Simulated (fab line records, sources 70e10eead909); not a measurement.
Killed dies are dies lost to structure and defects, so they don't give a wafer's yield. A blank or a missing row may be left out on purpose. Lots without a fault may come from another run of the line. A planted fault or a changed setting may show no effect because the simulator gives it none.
Chamber matching | flow nand_harc | NHARC_A_BONDPAD_CMP_29 on cmp-03: 4 sister chambers
The step polishes SiCN, target thk 200 nm. 20 wafers are shown with their chamber, then 10 later ones without.

WAFERS WITH THEIR CHAMBER
wafer  | chamber | motor_current_A (A)
L075.1 | 2       | 12.3
L075.3 | 0       | 12.8
L075.5 | 3       | 14.4
L078.2 | 1       | 11.9
L078.4 | 2       | 12.1
L078.5 | 1       | 11.3
L081.1 | 0       | 12.7
L081.3 | 3       | 13.5
L081.5 | 0       | 12.5
L084.1 | 0       | 12.7
L084.2 | 1       | 11.7
L084.5 | 3       | 14.3
L089.2 | 1       | 12.0
L089.4 | 3       | 13.4
L089.5 | 3       | 12.9
L090.2 | 3       | 13.7
L090.4 | 1       | 11.9
L090.5 | 2       | 11.8
L092.1 | 3       | 13.7
L092.3 | 2       | 12.1

SIGNATURES (means of the wafers above)
reading         | chamber 0 | chamber 1 | chamber 2 | chamber 3 | scatter within a chamber
motor_current_A | 12.675    | 11.760    | 12.075    | 13.700    | 0.363
Rule: a wafer's distance from a chamber is the root of the sum, over the readings, of the square of ((its reading less the chamber's mean) divided by the reading's scatter). The wafer belongs to the nearest chamber; if the next one is less than 2 further off, it can't be placed. The scatter: the root of (the sum of the squares of (reading less its chamber's mean) over the shown wafers, divided by (wafers less chambers)).

WAFERS WITHOUT THEIR CHAMBER
wafer  | motor_current_A (A)
L092.5 | 11.8
L094.1 | 13.7
L094.2 | 13.0
L094.5 | 12.1
L096.1 | 12.3
L096.2 | 13.6
L096.3 | 12.9
L097.2 | 13.8
L097.4 | 11.9
L097.6 | 14.6

WHICH CHAMBER EACH WENT THROUGH
wafer  | from the rows above          | in truth
L092.5 | can't be placed: 1 or 2      | 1
L094.1 | 3                            | 3
L094.2 | can't be placed: 0 or 3 or 2 | 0
L094.5 | can't be placed: 2 or 1 or 0 | 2
L096.1 | can't be placed: 2 or 0 or 1 | 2
L096.2 | 3                            | 3
L096.3 | can't be placed: 0 or 3 or 2 | 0
L097.2 | 3                            | 3
L097.4 | can't be placed: 1 or 2 or 0 | 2
L097.6 | 3                            | 3
Placed correctly: 4 of 10. Can't be placed from these rows: 6 (the true chamber is among the candidates in 6). Placed wrongly: 0.
